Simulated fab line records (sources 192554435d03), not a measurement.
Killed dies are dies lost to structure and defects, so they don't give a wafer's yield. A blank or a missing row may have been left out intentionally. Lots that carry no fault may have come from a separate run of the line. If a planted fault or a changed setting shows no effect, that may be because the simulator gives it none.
Chamber matching :: flow n5-finfet :: 4 sister chambers for N5_BEOL_M6_ETCH_72 on rie-diel-02
The step etches underlayer in N2/H2, target depth 6.5 nm, time 5.2 s. 4 wafers are shown with their chamber, then 8 later ones without.

## WAFERS, EACH WITH ITS CHAMBER
wafer: L082.2
chamber: 0
showerhead-plenum-p-Torr (Torr): 2.44

wafer: L082.5
chamber: 1
showerhead-plenum-p-Torr (Torr): 2.51

wafer: L086.5
chamber: 2
showerhead-plenum-p-Torr (Torr): 2.69

wafer: L088.1
chamber: 3
showerhead-plenum-p-Torr (Torr): 2.50

## WAFERS WITH NO CHAMBER GIVEN
wafer: L088.2
showerhead-plenum-p-Torr (Torr): 2.69

wafer: L088.3
showerhead-plenum-p-Torr (Torr): 2.43

wafer: L092.1
showerhead-plenum-p-Torr (Torr): 2.51

wafer: L092.3
showerhead-plenum-p-Torr (Torr): 2.50

wafer: L092.6
showerhead-plenum-p-Torr (Torr): 2.51

wafer: L095.1
showerhead-plenum-p-Torr (Torr): 2.68

wafer: L095.2
showerhead-plenum-p-Torr (Torr): 2.50

wafer: L095.5
showerhead-plenum-p-Torr (Torr): 2.50

## CHAMBER TAKEN BY EACH
wafer: L088.2
from the rows above: 2
in truth: 2

wafer: L088.3
from the rows above: 0
in truth: 0

wafer: L092.1
from the rows above: 1
in truth: 1

wafer: L092.3
from the rows above: 3
in truth: 3

wafer: L092.6
from the rows above: 1
in truth: 1

wafer: L095.1
from the rows above: 2
in truth: 2

wafer: L095.2
from the rows above: 3
in truth: 3

wafer: L095.5
from the rows above: 3
in truth: 3
8 of 8 placed correctly. Number that these rows cannot place: 0. 0 placed wrongly.
How it was worked out, from the rows above alone: a wafer's distance from a chamber is the root of the sum, over the readings, of the square of ((its reading less the chamber's mean) divided by the reading's scatter). If the next closest chamber is less than 2 further off than the closest, the wafer can't be placed; otherwise it belongs to the closest. The mean given for a chamber averages the wafers shown for that chamber. The scatter: with one shown wafer a chamber, the root of the mean of the squares of how far each hidden wafer lies from its nearest shown one.
